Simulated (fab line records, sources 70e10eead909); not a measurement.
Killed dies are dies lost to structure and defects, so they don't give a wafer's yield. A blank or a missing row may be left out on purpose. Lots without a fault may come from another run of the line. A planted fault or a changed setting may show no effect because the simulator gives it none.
Chamber matching | flow nand_harc | NHARC_A_WL_FILL_ALD_02 on ald_metal-03: 4 sister chambers
The step deposits TiN, target thk 2 nm, pulse time 3 s, ald cycles 100. 4 wafers are shown with their chamber, then 11 later ones without.

WAFERS WITH THEIR CHAMBER
wafer  | chamber | heater_power_w (W)
L080.4 | 2       | 999
L088.1 | 0       | 1202
L088.2 | 1       | 1072
L087.1 | 3       | 1030

WAFERS WITHOUT THEIR CHAMBER
wafer  | heater_power_w (W)
L087.2 | 1210
L087.3 | 1072
L089.3 | 977
L089.5 | 1180
L089.6 | 1033
L094.1 | 1051
L094.3 | 1203
L094.6 | 1179
L095.3 | 1187
L095.5 | 1019
L095.6 | 1176

WHICH CHAMBER EACH WENT THROUGH
wafer  | from the rows above          | in truth
L087.2 | 0                            | 0
L087.3 | 1                            | 1
L089.3 | can't be placed: 2 or 3      | 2
L089.5 | 0                            | 0
L089.6 | can't be placed: 3 or 2      | 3
L094.1 | can't be placed: 1 or 3 or 2 | 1
L094.3 | 0                            | 0
L094.6 | 0                            | 0
L095.3 | 0                            | 0
L095.5 | can't be placed: 3 or 2      | 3
L095.6 | 0                            | 0
Placed correctly: 7 of 11. Can't be placed from these rows: 4 (the true chamber is among the candidates in 4). Placed wrongly: 0.
How it was worked out, from the rows above alone: a wafer's distance from a chamber is the root of the sum, over the readings, of the square of ((its reading less the chamber's mean) divided by the reading's scatter). The wafer belongs to the nearest chamber; if the next one is less than 2 further off, it can't be placed. A chamber's mean is the mean of its shown wafers. The scatter: with one shown wafer a chamber, the root of the mean of the squares of how far each hidden wafer lies from its nearest shown one.
